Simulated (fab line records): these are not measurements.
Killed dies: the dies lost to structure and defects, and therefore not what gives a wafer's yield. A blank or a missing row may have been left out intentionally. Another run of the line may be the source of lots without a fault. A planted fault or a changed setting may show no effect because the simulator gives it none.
What tool caused it? -- flow n5_finfet -- 24 lots, 72 wafers sampled, at 1 step of a route of 1938

## WHAT THE GAUGES READ, wafer by wafer
N5_BEOL_M1_THK_MEAS_01.
lot,measured,on,M1_ILD_THK (nm)
L074,day 5 23:22,film_metro-02,80.5 82.6 79.3
L075,day 6 04:53,film_metro-01,79.8 78.7 79.7
L076,day 6 13:28,film_metro-02,79.3 78.9 78.4
L077,day 6 20:26,film_metro-01,79.8 81.4 79.5
L078,day 6 21:35,film_metro-01,78.4 79.2 80.2
L079,day 7 03:52,film_metro-02,78.3 78.5 78.6
L080,day 7 14:52,film_metro-01,80.0 80.3 79.5
L081,day 7 16:22,film_metro-02,79.7 77.3 80.3
L082,day 8 06:16,film_metro-02,80.2 80.2 80.7
L083,day 8 06:55,film_metro-02,79.2 78.3 78.6
L084,day 8 21:58,film_metro-02,76.9 79.4 78.1
L085,day 9 09:14,film_metro-01,79.5 80.7 81.3
L086,day 9 13:22,film_metro-02,78.9 78.1 79.2
L088,day 9 16:10,film_metro-01,78.4 79.9 80.4
L087,day 9 16:35,film_metro-02,77.8 77.8 79.2
L089,day 9 20:41,film_metro-01,78.4 79.7 79.8
L090,day 9 23:25,film_metro-01,77.6 79.3 80.4
L091,day 10 08:41,film_metro-02,79.5 80.5 80.1
L092,day 10 13:00,film_metro-02,80.0 80.8 81.8
L093,day 10 21:23,film_metro-02,80.0 80.5 79.5
L094,day 11 03:42,film_metro-02,78.9 79.6 79.3
L095,day 11 05:16,film_metro-02,79.3 80.7 81.2
L096,day 11 10:05,film_metro-02,77.6 79.5 79.9
L097,day 11 20:50,film_metro-01,79.6 78.8 79.2

## TOOL THAT RAN EACH LOT (tool first, then ch and the chambers of the sampled wafers, then the start)
There is no process step in the record ahead of these readings.

## AS READ BY THE TOOLS THEMSELVES (means over the sampled wafers that have a number; for cases with no such wafer, the mark the record gives instead)
The record holds no such reading with a usual standard deviation.

## THE ANSWER, worked out from the rows above alone
Rule: usual is defined by the lots themselves. Put in order of their means at a reading, lots are off if they are a third of the lots or fewer, leave a main group of 4 or more, and stand apart from it by a gap of 3 or more times the standard deviation of the main group's means; of several such gaps the widest counts. If all means in a main group match to the digits the tables above print for the reading, that group is not used. Also off: a lot with no number at a reading for which 4 or more lots have one. Any other lot the step has rows for is counted as sound. The gauges are gone through in route order, then the tools' own readings, and for those a lot's mean is taken as printed above. At the first step where some lot is off, the reading lying furthest off is the one used; lots without a number count as furthest.
No lot is off at any reading shown: from this, nothing can be told.

## WHAT THE SIMULATOR HAD PUT IN
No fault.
